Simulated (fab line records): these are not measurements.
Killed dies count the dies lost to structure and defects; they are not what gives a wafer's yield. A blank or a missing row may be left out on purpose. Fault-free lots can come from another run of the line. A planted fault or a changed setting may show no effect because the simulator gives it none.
fab line records -- flow nandHarc -- part 2 of 2: steps 4 to 6 of 6
record lots=20, wafers=60, lastDay=33
route steps=1302 shown A_STAIRCASE@785
lots that met no fault: taken from a fault-free run of the same line
startH: hours from the record's opening day to when the first of the lot's shown wafers began -- waitH: hours from the lot's prior step to this one -- " identical to the entry in the row above -- L1.1+2: several wafers, shown together as one row -- - no value, or no start was given -- * or withheld: withheld -- < > ~ a bound
route shown NAME@n: a module of which the file shows steps, and the number in the route of the first -- usual: average and standard deviation across the fault-free wafers -- same: alike in all rows -- chamber/n: place in a boat -- sites: readings site by site -- _std_site: standard deviation across them -- _edge_site: mean of outer sites minus mean of inner sites -- radiusMm: for every site, how far away it sits from the centre of the wafer -- mask NAME#n: copy n -- behind: the most recent tool/chamber to have shaped the wafer -- hold: reason for holding the lot/hours on hold/outcome of the hold -- device: the n, p or np transistor that did not switch -- end of line: at the end of the route, the tests of the same wafers -- a step with no rows: only its recipe -- killed: dies that structure and defects cost at the first sort, which is not the same as the wafer's yield -- map: per-die view of a wafer (x killed, . not killed, _ where there is no die)
set.NAME: the setting that was run; set.NAME@STEP: the one run at that earlier step -- model.NAME: the simulator's own value behind a step, which no gauge read
route steps across a sampled set of lots; one table per step, one row per wafer
services: the hour from which a tool's chamber was out of use, counted from the record's first day as startH (under 0 if before that day), plus the number of hours and why
## steps
# step NHARC_A_STAIRCASE_STRIP_476
# recipe timeS=20, o2FlowSccm=500, arFlowSccm=0, biasW=0, chemistry=O2
# usual drypumpMotorCurrentA=5.7/0.5, mfcArSccm=0.011/0.016, oesProductAu=0.999/0.012, rfVppV=57.8/0.89, showerheadPlenumPTorr=3.49/0.11, throttleValvePct=17.035/0.0093
# same timeS=20
lot.wafer,tool,chamber,startH,waitH,drypumpMotorCurrentA,mfcArSccm,oesProductAu,rfHoursCounterH,rfVppV,showerheadPlenumPTorr,throttleValvePct
L075.3,rieDiel-13,0,400.87,0.1,5.6,0.039,0.998,4,59.1,3.68,17.048
L075.1,rieDiel-13,3,400.87,0.1,6.3,0,1.004,14,57.6,3.58,17.038
L075.5,rieDiel-13,0,400.87,0.1,5.6,0.039,1.005,-,58.1,3.68,17.041
L077.2,rieDiel-13,1,421.70,0.1,5.6,0,0.990,24,59.1,3.37,17.038
L077.3,rieDiel-13,2,421.70,0.1,5.0,0,0.995,23,57.7,3.50,17.024
L077.1,rieDiel-13,3,421.70,0.1,6.3,0,0.992,17,58.1,3.58,17.034
L078.4,rieDiel-02,1,432.73,0.1,6.3,0,0.990,9,56.6,3.60,17.023
L078.6,rieDiel-02,1,432.73,0.1,6.3,0,0.984,-,58.4,3.60,17.055
L078.5,rieDiel-02,2,432.73,0.1,6.4,0.033,1.000,-,57.9,3.48,17.030
L079.1,rieDiel-02,3,442.19,0.1,5.2,0.009,0.999,14,57.9,3.46,17.034
L079.4,rieDiel-02,0,442.19,0.1,5.1,0,1.000,15,57.7,3.55,17.035
L079.6,rieDiel-02,3,442.19,0.1,5.2,0.009,0.995,-,57.5,3.46,17.027
L080.4,rieDiel-13,2,458.20,0.1,5.0,0,1.021,36,58.0,3.50,17.031
L080.1,rieDiel-13,0,458.20,0.1,5.6,0.039,1.002,27,59.6,3.67,17.026
L080.5,rieDiel-13,1,458.20,0.1,5.6,0,0.988,-,58.3,3.36,17.030
L081.4,rieDiel-13,1,458.68,0.1,5.6,0,0.990,40,56.8,3.36,17.025
L081.3,rieDiel-13,0,458.68,0.1,5.6,0.039,0.995,27,58.0,3.67,17.037
L081.5,rieDiel-13,1,458.68,0.1,5.6,0,0.974,-,57.2,3.36,17.029
L083.3,rieDiel-13,1,468.76,0.1,5.6,0,0.989,43,56.8,3.36,17.021
L083.5,rieDiel-13,3,468.76,0.1,6.3,0,0.992,-,58.3,3.57,17.033
L083.6,rieDiel-13,2,468.76,0.1,5.0,0,1.030,-,57.0,3.49,17.029
L082.5,rieDiel-11,3,470.89,0.0,6.1,0,0.994,-,58.3,3.31,17.045
L082.6,rieDiel-11,1,470.89,0.0,5.7,0,0.989,-,58.2,3.54,17.029
L082.4,rieDiel-11,2,470.89,0.0,5.6,0.028,0.995,-,57.8,3.58,17.031
L084.3,rieDiel-13,2,486.35,0.1,5.0,0,1.021,43,58.5,3.49,17.052
L084.4,rieDiel-13,0,486.35,0.1,5.6,0.039,0.997,30,56.8,3.67,17.032
L084.6,rieDiel-13,1,486.35,0.1,5.6,0,0.989,-,56.9,3.36,17.037
L085.1,rieDiel-13,2,493.31,0.1,5.0,0,1.033,44,58.5,3.49,17.042
L085.6,rieDiel-13,3,493.31,0.1,6.3,0,1.001,-,57.5,3.57,17.033
L085.5,rieDiel-13,0,493.31,0.1,5.6,0.039,1.003,-,59.4,3.67,17.033
L086.4,rieDiel-11,0,511.28,0.1,6.5,0.032,0.987,26,56.8,3.39,17.053
L086.1,rieDiel-11,1,511.28,0.1,5.7,0,0.994,30,57.3,3.53,17.019
L086.5,rieDiel-11,3,511.28,0.1,6.1,0,1.005,-,57.2,3.30,17.044
L089.1,rieDiel-11,3,542.73,0.1,6.1,0,0.993,35,56.8,3.30,17.028
L089.2,rieDiel-11,1,542.73,0.1,5.7,0,0.993,39,58.3,3.53,17.038
L089.6,rieDiel-11,0,542.73,0.1,6.5,0.032,0.964,-,56.1,3.39,17.027
L090.2,rieDiel-13,0,550.56,0.1,5.6,0.039,0.982,4,58.2,3.66,17.041
L090.4,rieDiel-13,2,550.56,0.1,5.0,0,0.994,-,56.9,3.48,17.059
L090.5,rieDiel-13,0,550.56,0.1,5.6,0.039,0.975,-,58.5,3.66,17.047
L091.1,rieDiel-13,2,552.13,0.1,5.0,0,1.002,5,59.1,3.48,17.040
L091.3,rieDiel-13,1,552.13,0.1,5.6,0,0.997,4,58.0,3.35,17.036
L091.4,rieDiel-13,0,552.13,0.1,5.6,0.039,0.979,-,57.9,3.66,17.044
L092.1,rieDiel-11,3,589.47,0.3,6.1,0,0.980,52,56.4,3.29,17.040
L092.4,rieDiel-11,1,589.47,0.3,5.7,0,0.996,55,57.6,3.52,17.030
L092.6,rieDiel-11,0,589.47,0.3,6.5,0.032,0.971,-,59.1,3.38,17.044
L094.3,rieDiel-02,3,594.65,0.1,5.2,0.009,1.007,5,58.0,3.43,17.036
L094.4,rieDiel-02,3,594.65,0.1,5.2,0.009,1.003,-,59.6,3.43,17.030
L094.5,rieDiel-02,0,594.65,0.1,5.1,0,1.011,-,57.9,3.53,17.034
L093.2,rieDiel-02,2,595.15,0.1,6.3,0.033,1.016,5,58.8,3.45,17.033
L093.6,rieDiel-02,2,595.15,0.1,6.3,0.033,1.012,-,57.0,3.45,17.023
L093.4,rieDiel-02,3,595.15,0.1,5.2,0.009,1.004,-,58.6,3.43,17.031
L095.2,rieDiel-02,0,611.26,0.1,5.1,0,1.011,10,58.0,3.52,17.021
L095.4,rieDiel-02,2,611.26,0.1,6.3,0.033,1.008,10,58.6,3.45,17.031
L095.6,rieDiel-02,0,611.26,0.1,5.1,0,1.007,-,58.7,3.52,17.025
L096.3,rieDiel-11,1,619.75,0.1,5.7,0,0.997,0,56.4,3.51,17.040
L096.1,rieDiel-11,2,619.75,0.1,5.6,0.028,0.997,0,57.4,3.56,17.029
L096.6,rieDiel-11,0,619.75,0.1,6.5,0.032,0.998,-,56.0,3.38,17.035
L097.1,rieDiel-02,1,624.53,0.1,6.3,0,1.005,14,59.8,3.57,17.049
L097.4,rieDiel-02,2,624.53,0.1,6.4,0.033,1.005,12,58.5,3.45,17.041
L097.5,rieDiel-02,0,624.53,0.1,5.1,0,1.011,-,58.9,3.52,17.041
# step NHARC_A_STAIRCASE_DEP_325
# recipe targetThkA=72000, tempC=400, targetThkNm=7200, teosFlowSccm=200, rfW=500, material=SiO2
# usual heaterPowerW=637/100
lot.wafer,tool,chamber,startH,waitH,heaterPowerW,sinceWetCleanH
L075.3,pecvd-03,1,432.81,0.1,615,54
L075.1,pecvd-03,2,432.81,0.1,687,54
L075.5,pecvd-03,1,432.81,0.1,509,-
L077.3,pecvd-04,0,447.11,0.1,793,165
L077.1,pecvd-04,1,447.11,0.1,622,165
L077.2,pecvd-04,2,447.11,0.1,717,165
L078.5,pecvd-03,0,459.24,0.4,704,-
L078.4,pecvd-03,1,459.24,0.4,480,-
L078.6,pecvd-03,2,459.24,0.4,679,-
L079.1,pecvd-04,2,472.97,0.3,693,10
L079.6,pecvd-04,0,472.97,0.3,673,-
L079.4,pecvd-04,1,472.97,0.3,483,-
L081.3,pecvd-04,0,484.31,0.2,769,21
L081.5,pecvd-04,2,484.31,0.2,578,-
L081.4,pecvd-04,0,484.31,0.2,624,-
L080.1,pecvd-03,0,484.40,0.3,756,105
L080.5,pecvd-03,1,484.40,0.3,510,-
L080.4,pecvd-03,2,484.40,0.3,696,-
L083.3,pecvd-04,0,496.53,0.2,796,34
L083.5,pecvd-04,0,496.53,0.2,649,-
L083.6,pecvd-04,1,496.53,0.2,479,-
L082.6,pecvd-03,0,496.72,0.3,724,-
L082.5,pecvd-03,1,496.72,0.3,507,-
L082.4,pecvd-03,2,496.72,0.3,675,-
L084.3,pecvd-03,0,512.66,0.3,864,134
L084.6,pecvd-03,1,512.66,0.3,502,-
L084.4,pecvd-03,0,512.66,0.3,719,-
L085.1,pecvd-03,2,522.01,0.1,757,143
L085.6,pecvd-03,2,522.01,0.1,710,-
L085.5,pecvd-03,1,522.01,0.1,505,-
L086.1,pecvd-01,1,538.45,0.2,646,33
L086.4,pecvd-01,0,538.45,0.2,625,-
L086.5,pecvd-01,2,538.45,0.2,494,-
L089.2,pecvd-01,2,567.06,0.1,576,62
L089.1,pecvd-01,1,567.06,0.1,577,62
L089.6,pecvd-01,2,567.06,0.1,501,-
L091.1,pecvd-04,2,577.53,0.1,712,115
L091.3,pecvd-04,0,577.53,0.1,788,115
L091.4,pecvd-04,1,577.53,0.1,491,-
L090.2,pecvd-01,0,577.59,0.1,746,72
L090.4,pecvd-01,0,577.59,0.1,618,-
L090.5,pecvd-01,2,577.59,0.1,515,-
L092.1,pecvd-03,0,620.26,0.1,803,60
L092.4,pecvd-03,1,620.26,0.1,522,-
L092.6,pecvd-03,2,620.26,0.1,679,-
L094.3,pecvd-04,1,620.26,0.1,605,157
L094.5,pecvd-04,2,620.26,0.1,582,-
L094.4,pecvd-04,0,620.26,0.1,648,-
L093.2,pecvd-01,1,620.61,0.4,630,116
L093.4,pecvd-01,0,620.61,0.4,629,-
L093.6,pecvd-01,2,620.61,0.4,509,-
L095.2,pecvd-01,2,637.69,0.3,615,133
L095.6,pecvd-01,0,637.69,0.3,622,-
L095.4,pecvd-01,2,637.69,0.3,502,-
L096.1,pecvd-01,2,652.06,0.1,604,147
L096.3,pecvd-01,0,652.06,0.1,715,147
L096.6,pecvd-01,1,652.06,0.1,531,-
L097.1,pecvd-04,1,652.06,0.1,572,8
L097.4,pecvd-04,1,652.06,0.1,493,-
L097.5,pecvd-04,2,652.06,0.1,573,-
# step NHARC_A_STAIRCASE_DESCUM_443
# recipe timeS=3, o2FlowSccm=200, arFlowSccm=0, biasPowerW=0, chemistry=O2
# usual drypumpMotorCurrentA=5.8/0.52, mfcArSccm=0.013/0.015, oesProductAu=0.999/0.011, rfVppV=57.7/0.94, showerheadPlenumPTorr=1.89/0.059, throttleValvePct=11.313/0.0093
# same biasPowerW=0, timeS=3
lot.wafer,tool,chamber,startH,waitH,drypumpMotorCurrentA,mfcArSccm,oesProductAu,rfHoursCounterH,rfVppV,showerheadPlenumPTorr,throttleValvePct
L075.1,rieDiel-13,1,441.37,-,5.6,0,0.989,32,58.1,1.82,11.328
L075.3,rieDiel-13,0,441.37,-,5.6,0.039,0.991,19,59.7,2.00,11.313
L075.5,rieDiel-13,2,441.37,-,5.0,0,1.027,-,57.6,1.90,11.318
L077.1,rieDiel-02,3,455.91,-,5.2,0.009,0.997,16,56.0,1.87,11.316
L077.2,rieDiel-02,0,455.91,-,5.1,0,0.991,17,57.9,1.93,11.313
L077.3,rieDiel-02,2,455.91,-,6.3,0.033,1.004,14,59.6,1.88,11.308
L078.4,rieDiel-11,2,466.94,-,5.6,0.028,1.003,11,57.5,1.95,11.321
L078.5,rieDiel-11,3,466.94,-,6.1,0,1.004,-,56.0,1.79,11.303
L078.6,rieDiel-11,0,466.94,-,6.5,0.032,0.995,-,57.6,1.84,11.304
L079.4,rieDiel-11,3,481.19,-,6.1,0,0.986,11,57.7,1.79,11.296
L079.1,rieDiel-11,1,481.19,-,5.7,0,0.992,17,58.5,1.92,11.319
L079.6,rieDiel-11,0,481.19,-,6.5,0.032,0.974,-,57.0,1.84,11.323
L081.3,rieDiel-11,3,492.16,-,6.1,0,1.008,14,56.6,1.79,11.311
L081.4,rieDiel-11,0,492.16,-,6.5,0.032,0.980,16,58.2,1.84,11.312
L081.5,rieDiel-11,2,492.16,-,5.6,0.028,1.008,-,56.1,1.94,11.301
L080.1,rieDiel-02,1,492.33,-,6.3,0,0.980,26,57.8,1.95,11.315
L080.4,rieDiel-02,2,492.33,-,6.3,0.033,0.989,26,57.4,1.88,11.300
L080.5,rieDiel-02,0,492.33,-,5.1,0,0.986,-,56.6,1.92,11.315
L083.3,rieDiel-02,3,504.60,-,5.2,0.009,0.999,34,57.0,1.87,11.325
L083.5,rieDiel-02,1,504.60,-,6.3,0,0.987,-,57.5,1.95,11.300
L083.6,rieDiel-02,2,504.60,-,6.4,0.033,0.988,-,58.5,1.88,11.338
L082.4,rieDiel-13,2,504.74,-,5.0,0,1.018,46,58.2,1.89,11.306
L082.6,rieDiel-13,2,504.74,-,5.0,0,1.023,-,59.1,1.89,11.310
L082.5,rieDiel-13,3,504.74,-,6.3,0,0.997,-,59.0,1.94,11.307
L084.3,rieDiel-11,1,520.39,-,5.7,0,0.988,31,58.9,1.91,11.333
L084.4,rieDiel-11,2,520.39,-,5.6,0.028,0.999,29,57.7,1.94,11.308
L084.6,rieDiel-11,1,520.39,-,5.7,0,0.995,-,57.5,1.91,11.311
L085.1,rieDiel-02,1,530.01,-,6.3,0,0.996,41,57.8,1.95,11.308
L085.6,rieDiel-02,1,530.01,-,6.3,0,0.992,-,58.6,1.95,11.305
L085.5,rieDiel-02,2,530.01,-,6.3,0.033,0.994,-,58.4,1.88,11.311
L086.1,rieDiel-02,1,548.77,-,6.3,0,0.995,47,57.8,1.94,11.325
L086.4,rieDiel-02,2,548.77,-,6.3,0.033,1.000,47,59.2,1.87,11.307
L086.5,rieDiel-02,0,548.77,-,5.1,0,0.996,-,57.0,1.92,11.309
L089.1,rieDiel-13,0,577.42,-,5.6,0.039,0.982,12,58.3,1.99,11.315
L089.2,rieDiel-13,1,577.42,-,5.6,0,0.991,14,55.9,1.80,11.308
L089.6,rieDiel-13,2,577.42,-,4.9,0,1.001,-,56.5,1.88,11.319
L091.4,rieDiel-02,0,586.23,-,5.1,0,1.015,2,56.9,1.91,11.314
L091.3,rieDiel-02,1,586.23,-,6.4,0,1.003,2,59.5,1.94,11.315
L091.1,rieDiel-02,2,586.23,-,6.4,0.033,1.018,2,57.3,1.87,11.322
L090.2,rieDiel-13,2,586.40,-,5.0,0,0.994,20,57.9,1.88,11.320
L090.5,rieDiel-13,2,586.40,-,5.0,0,1.000,-,58.9,1.88,11.329
L090.4,rieDiel-13,0,586.40,-,5.6,0.039,0.983,-,58.7,1.99,11.316
L093.2,rieDiel-11,0,628.52,-,6.5,0.032,0.999,2,58.4,1.82,11.315
L093.4,rieDiel-11,1,628.52,-,5.6,0,1.008,3,58.5,1.90,11.322
L093.6,rieDiel-11,0,628.52,-,6.5,0.032,0.996,-,58.8,1.83,11.313
L092.4,rieDiel-02,0,628.92,-,5.1,0,1.019,14,56.3,1.91,11.316
L092.1,rieDiel-02,3,628.92,-,5.2,0.009,1.010,12,57.2,1.86,11.329
L092.6,rieDiel-02,0,628.92,-,5.1,0,1.016,-,58.1,1.91,11.304
L094.3,rieDiel-02,2,628.98,-,6.3,0.033,1.020,14,58.3,1.87,11.320
L094.4,rieDiel-02,3,628.98,-,5.2,0.009,1.009,12,58.0,1.86,11.309
L094.5,rieDiel-02,2,628.98,-,6.3,0.033,1.013,-,57.0,1.87,11.308
L095.2,rieDiel-11,3,649.56,-,6.1,0,1.021,8,57.9,2.07,11.318
L095.4,rieDiel-11,2,649.56,-,5.6,0.028,0.998,9,57.4,1.93,11.313
L095.6,rieDiel-11,3,649.56,-,6.1,0,1.022,-,58.8,2.07,11.312
L096.3,rieDiel-02,2,663.67,-,6.3,0.033,1.002,28,57.6,1.86,11.312
L096.1,rieDiel-02,3,663.67,-,5.2,0.009,1.014,28,57.3,1.85,11.319
L096.6,rieDiel-02,3,663.67,-,5.2,0.009,1.000,-,58.1,1.85,11.325
L097.1,rieDiel-11,1,664.07,-,5.7,0,0.995,17,58.0,1.90,11.331
L097.4,rieDiel-11,1,664.07,-,5.7,0,1.001,-,58.0,1.90,11.315
L097.5,rieDiel-11,2,664.07,-,5.6,0.028,1.002,-,58.3,1.92,11.305
## services
tool,chamber,startH,hours,kind
pecvd-03,-,366.25,13.0,pm
pecvd-04,2,375.77,12.0,repair
rieDiel-13,0,377.43,11.2,repair
rieDiel-02,-,393.87,9.0,pm
rieDiel-11,1,399.63,34.1,repair
pecvd-03,1,402.40,3.5,repair
rieDiel-11,3,405.17,43.9,repair
rieDiel-11,-,432.79,9.0,pm
pecvd-03,1,435.61,3.3,repair
pecvd-04,-,450.09,13.0,pm
rieDiel-11,0,469.56,11.5,repair
rieDiel-02,3,511.41,3.6,repair
rieDiel-13,-,522.91,9.0,pm
rieDiel-13,3,546.24,106.8,repair
pecvd-03,-,547.43,13.0,pm
pecvd-03,1,562.41,6.9,repair
rieDiel-13,0,566.03,6.0,repair
rieDiel-02,-,570.87,9.0,pm
rieDiel-11,-,609.86,9.0,pm
pecvd-03,1,625.56,7.6,repair
pecvd-04,-,631.09,13.0,pm
rieDiel-11,1,658.13,4.1,repair
rieDiel-11,3,658.46,15.1,repair
rieDiel-02,1,663.23,13.8,repair
